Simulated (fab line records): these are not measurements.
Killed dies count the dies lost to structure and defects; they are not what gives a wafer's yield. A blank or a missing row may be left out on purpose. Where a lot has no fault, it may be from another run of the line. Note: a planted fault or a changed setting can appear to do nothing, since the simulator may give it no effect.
Which tool did it? | flow n5Finfet | Sampling: 8 lots, 24 wafers, 9 of 1938 route steps

## WHAT EACH GAUGE READ, for each wafer
N5_DUMMY_GATE_OVL_MEAS_16. Usual: GATE_OVL -0.1 nm, standard deviation 0.8.
lot  | measured    | on         | GATE_OVL (nm)  | flag
L334 | day 3 20:01 | overlay-01 | 0.5 0.7 0.6    | 
L335 | day 3 22:47 | overlay-01 | 0.3 -0.5 0.5   | 
L339 | day 4 23:06 | overlay-01 | -1.6 -0.3 0.1  | 
L342 | day 5 16:39 | overlay-02 | 0.7 0.6 -0.3   | 
L346 | day 6 18:07 | overlay-01 | 1.0 1.8 1.0    | 
L351 | day 8 00:33 | overlay-01 | -0.4 -1.0 -0.7 | 
L353 | day 8 09:43 | overlay-02 | -1.2 -1.0 -0.9 | 
L354 | day 8 16:43 | overlay-01 | 0.7 1.0 0.0    | 

N5_DUMMY_GATE_INSPECT_17: inspects for defects (brightfield). Usual: rawDefectCount reads 205 (standard deviation 49).
lot  | measured    | on               | rawDefectCount | flag
L334 | day 3 20:05 | defectInspect-01 | 274 420 213    | 
L335 | day 3 22:50 | defectInspect-01 | 194 273 193    | 
L339 | day 4 23:09 | defectInspect-01 | 228 174 198    | 
L342 | day 5 16:42 | defectInspect-02 | 230 196 176    | 
L346 | day 6 18:10 | defectInspect-02 | 178 134 205    | 
L351 | day 8 00:35 | defectInspect-02 | 227 189 250    | 
L353 | day 8 09:46 | defectInspect-01 | 300 264 360    | 
L354 | day 8 16:46 | defectInspect-01 | 218 182 233    | 

N5_DUMMY_GATE_INSPECT_27: inspects for defects (brightfield). Usual: rawDefectCount reads 315 (standard deviation 77).
lot  | measured    | on               | rawDefectCount | flag
L334 | day 3 21:38 | defectInspect-02 | 401 598 310    | 
L335 | day 4 00:24 | defectInspect-02 | 298 431 268    | 
L339 | day 5 00:26 | defectInspect-01 | 354 249 349    | 
L342 | day 5 17:53 | defectInspect-02 | 368 307 273    | 
L346 | day 6 19:23 | defectInspect-02 | 278 613 317    | 
L351 | day 8 01:56 | defectInspect-02 | 407 295 379    | 
L353 | day 8 11:18 | defectInspect-01 | 414 463 503    | 
L354 | day 8 17:59 | defectInspect-02 | 330 261 348    | 

N5_SPACER0_INSPECT_04: inspects for defects (darkfield). Usual: rawDefectCount reads 138 (standard deviation 30).
lot  | measured    | on               | rawDefectCount | flag
L334 | day 3 22:14 | defectInspect-01 | 165 234 128    | 
L335 | day 4 01:17 | defectInspect-02 | 145 175 103    | 
L339 | day 5 01:02 | defectInspect-01 | 174 131 128    | 
L342 | day 5 18:29 | defectInspect-01 | 159 144 128    | 
L346 | day 6 20:19 | defectInspect-02 | 121 516 142    | OFF
L351 | day 8 02:44 | defectInspect-02 | 165 117 141    | 
L353 | day 8 11:54 | defectInspect-02 | 180 160 201    | 
L354 | day 8 19:58 | defectInspect-02 | 137 124 137    | 

N5_SD_EPI_N_INSPECT_11: inspects for defects (macro). Usual: rawDefectCount reads 2.1 (standard deviation 1.3).
lot  | measured    | on               | rawDefectCount | flag
L334 | day 3 22:34 | defectInspect-02 | 2 3 3          | 
L335 | day 4 01:45 | defectInspect-01 | 2 3 2          | 
L339 | day 5 01:22 | defectInspect-02 | 2 0 2          | 
L342 | day 5 18:56 | defectInspect-01 | 3 1 3          | 
L346 | day 6 20:39 | defectInspect-01 | 1 >300 3       | 
L351 | day 8 03:12 | defectInspect-01 | 1 5 2          | 
L353 | day 8 12:21 | defectInspect-01 | 2 1 3          | 
L354 | day 8 20:25 | defectInspect-02 | 1 1 1          | 

N5_SD_EPI_N_INSPECT_26: inspects for defects (darkfield). Usual: rawDefectCount reads 210 (standard deviation 42).
lot  | measured    | on               | rawDefectCount | flag
L334 | day 4 02:32 | defectInspect-01 | 243 375 258    | 
L335 | day 4 06:00 | defectInspect-01 | 208 250 200    | 
L339 | day 5 06:20 | defectInspect-01 | 247 187 186    | 
L342 | day 5 23:57 | defectInspect-02 | 235 198 179    | 
L346 | day 7 02:21 | defectInspect-02 | 194 575 170    | 
L351 | day 8 07:55 | defectInspect-01 | 225 179 252    | 
L353 | day 8 17:04 | defectInspect-02 | 257 259 289    | 
L354 | day 9 01:47 | defectInspect-02 | 218 185 177    | 

N5_BEOL_M4_RC_MEAS_101. Usual: DIBL_N 36.1 mV/V, standard deviation 2.5; DIBL_P 36 mV/V, standard deviation 3.3; IOFF_N 0.16 nA/um, standard deviation 0.046; IOFF_P 0.20 nA/um, standard deviation 0.051; ION_N 676 uA/um, standard deviation 16; ION_P 462 uA/um, standard deviation 11; SS_N 71.6 mV/dec, standard deviation 0.87; SS_P 73.2 mV/dec, standard deviation 0.86; VT_N 251 mV, standard deviation 4.4; VT_P -252 mV, standard deviation 4.6.
lot  | measured     | on        | DIBL_N (mV/V)  | DIBL_P (mV/V) | IOFF_N (nA/um) | IOFF_P (nA/um) | ION_N (uA/um) | ION_P (uA/um) | SS_N (mV/dec)  | SS_P (mV/dec)  | VT_N (mV)   | VT_P (mV)      | flag
L334 | day 9 10:52  | prober-02 | 34.5 41.0 35.1 | 35 42 36      | 0.13 0.25 0.14 | 0.17 0.30 0.18 | 677 694 675   | 463 463 465   | 71.4 72.8 71.4 | 72.9 75.3 73.1 | 250 243 250 | -253 -249 -255 | 
L335 | day 10 15:59 | prober-01 | 41.4 34.6 33.7 | 40 34 32      | 0.26 0.13 0.11 | 0.23 0.16 0.14 | 679 680 660   | 461 467 451   | 74.1 71.1 70.6 | 74.1 72.8 72.3 | 248 254 255 | -252 -253 -256 | 
L339 | day 11 22:55 | prober-02 | 35.9 34.8 37.7 | 37 35 39      | 0.15 0.13 0.19 | 0.20 0.18 0.26 | 668 675 677   | 463 457 469   | 72.0 71.6 72.3 | 72.9 72.4 73.9 | 251 251 247 | -251 -252 -247 | 
L342 | day 12 06:24 | prober-02 | 39.0 34.0 33.2 | 35 30 29      | 0.18 0.10 0.10 | 0.17 0.12 0.11 | 661 657 666   | 443 450 447   | 73.2 70.7 70.3 | 73.4 72.7 71.5 | 254 258 260 | -253 -259 -262 | 
L346 | day 13 13:56 | prober-01 | 38.2 36.2 39.5 | 38 35 38      | 0.15 0.12 0.17 | 0.16 0.13 0.16 | 668 678 655   | 448 449 434   | 72.4 72.2 73.1 | 74.4 73.6 74.2 | 252 256 251 | -260 -260 -260 | 
L351 | day 14 15:49 | prober-02 | 33.9 39.7 36.0 | 34 41 32      | 0.13 0.25 0.16 | 0.19 0.34 0.16 | 663 706 661   | 455 477 451   | 71.0 72.1 73.0 | 72.9 74.5 72.5 | 253 244 253 | -250 -243 -249 | 
L353 | day 15 02:44 | prober-01 | 40.5 39.1 35.2 | 40 40 34      | 0.22 0.21 0.11 | 0.27 0.30 0.19 | 656 690 630   | 451 481 447   | 73.0 72.1 70.9 | 73.8 74.3 72.7 | 252 248 256 | -249 -245 -251 | 
L354 | day 14 08:28 | prober-02 | 33.5 37.8 37.6 | 32 38 38      | 0.12 0.20 0.18 | 0.16 0.27 0.26 | 678 695 696   | 463 481 482   | 70.9 72.0 71.1 | 72.3 74.1 73.7 | 252 245 247 | -254 -243 -245 | 

## EACH LOT AND THE TOOL THAT RAN IT (in order: tool; ch and the chambers of the sampled wafers; start)
lot  | N5_DUMMY_GATE_HM_OPEN_21         | N5_DUMMY_GATE_ETCH_44
L334 | rieDiel-01 ch 0,2,3, day 3 20:59 | rieSi-01 ch 0,1,2, day 3 21:14
L335 | rieDiel-04 ch 0,1,3, day 3 23:46 | rieSi-05 ch 2,3, day 4 00:01
L339 | rieDiel-04 ch 0,2,3, day 4 23:47 | rieSi-03 ch 0,1,3, day 5 00:02
L342 | rieDiel-06 ch 0,1,3, day 5 17:14 | rieSi-05 ch 0,1,2, day 5 17:29
L346 | rieDiel-06 ch 0,1,3, day 6 18:44 | rieSi-03 ch 1,2,3, day 6 18:59
L351 | rieDiel-01 ch 0,1,2, day 8 01:16 | rieSi-01 ch 0,1,3, day 8 01:31
L353 | rieDiel-01 ch 0,1,2, day 8 10:39 | rieSi-05 ch 0,1,3, day 8 10:54
L354 | rieDiel-01 ch 0,1,2, day 8 17:19 | rieSi-05 ch 0,1,3, day 8 17:34
- N5_DUMMY_GATE_HM_OPEN_21: chemistry CH3F/O2, target SiNx, target depth 120 nm, time 171.4 s.
- N5_DUMMY_GATE_ETCH_44: etches poly-Si in HBr/O2, stops on SiO2, target depth 127.5 nm.

## WHAT THE TOOLS THEMSELVES READ (means of the sampled wafers that have a number; where no wafer has one, the mark that the record gives instead)
N5_DUMMY_GATE_HM_OPEN_21. Usual: O2_flow_sccm 22.99 sccm, standard deviation 0.067; drypumpMotorCurrentA 5.5 A, standard deviation 0.36; oes_f_703_au 0.80 a.u., standard deviation 0.083; oesProductAu 0.79 a.u., standard deviation 0.085; rfVppV 299 V, standard deviation 6.9; showerheadPlenumPTorr 2.03 Torr, standard deviation 0.066; throttleValvePct 16.52 %, standard deviation 0.27.
lot  | tool       | O2_flow_sccm (sccm) | drypumpMotorCurrentA (A) | oes_f_703_au (a.u.) | oesProductAu (a.u.) | rfVppV (V) | showerheadPlenumPTorr (Torr) | throttleValvePct (%) | flag
L334 | rieDiel-01 | 22.96               | 5.6                      | 0.84                | 0.83                | 300        | 2.04                         | 16.44                | 
L335 | rieDiel-04 | 23.03               | 5.4                      | 0.73                | 0.71                | 298        | 2.06                         | 16.83                | 
L339 | rieDiel-04 | 23.00               | 5.4                      | 0.75                | 0.72                | 300        | 2.01                         | 16.62                | 
L342 | rieDiel-06 | 23.03               | 5.4                      | 0.75                | 0.73                | 292        | 1.97                         | 16.55                | 
L346 | rieDiel-06 | 22.94               | 5.4                      | 0.75                | 0.73                | 293        | 1.97                         | 16.57                | 
L351 | rieDiel-01 | 23.01               | 5.7                      | 0.87                | 0.87                | 298        | 2.05                         | 16.32                | 
L353 | rieDiel-01 | 22.97               | 5.8                      | 0.86                | 0.86                | 298        | 2.05                         | 16.31                | 
L354 | rieDiel-01 | 22.95               | 5.7                      | 0.86                | 0.86                | 297        | 2.05                         | 16.32                | 

N5_DUMMY_GATE_ETCH_44. Usual: O2_flow_sccm 10.00 sccm, standard deviation 0.031; drypumpMotorCurrentA 5.5 A, standard deviation 0.36; oesProductAu 0.724 a.u., standard deviation 0.012; throttleValvePct 18.42 %, standard deviation 0.2.
lot  | tool     | O2_flow_sccm (sccm) | drypumpMotorCurrentA (A) | oesProductAu (a.u.) | throttleValvePct (%) | flag
L334 | rieSi-01 | 9.98                | 5.7                      | 0.714               | 18.41                | 
L335 | rieSi-05 | 10.01               | 5.4                      | 0.729               | 18.27                | 
L339 | rieSi-03 | 9.98                | 5.2                      | 0.728               | 18.70                | 
L342 | rieSi-05 | 10.02               | 5.6                      | 0.729               | 18.21                | 
L346 | rieSi-03 | 9.99                | 5.5                      | 0.725               | 18.51                | 
L351 | rieSi-01 | 10.01               | 5.6                      | 0.728               | 18.37                | 
L353 | rieSi-05 | 9.99                | 5.5                      | 0.727               | 18.28                | 
L354 | rieSi-05 | 9.97                | 5.5                      | 0.732               | 18.29                | 

## THE ANSWER, worked out from the rows above alone
Rule: a lot is off if the mean of its wafers that have a number lies more than 3 standard deviations from the usual mean. Also off: a lot with no number at a reading for which 4 or more lots have one. The other lots that the step has rows for count as sound. Order of review: gauges by route order, followed by the tools' own readings, for which a lot's mean as printed above is used. The first step at which some lot is off is used, and at that step the reading that is off furthest; a lot without a number counts as furthest.
Off, at N5_SPACER0_INSPECT_04 on rawDefectCount: L346.
A tool fits if, at a process step before that reading, it ran every lot that is off, and no sound lot after the first of them. The gauges at N5_SPACER0_INSPECT_04 are tried like those tools. Can't be told from this: 2 tools fit, rieDiel-06 at N5_DUMMY_GATE_HM_OPEN_21, rieSi-03 at N5_DUMMY_GATE_ETCH_44.

## WHAT THE SIMULATOR HAD INSERTED
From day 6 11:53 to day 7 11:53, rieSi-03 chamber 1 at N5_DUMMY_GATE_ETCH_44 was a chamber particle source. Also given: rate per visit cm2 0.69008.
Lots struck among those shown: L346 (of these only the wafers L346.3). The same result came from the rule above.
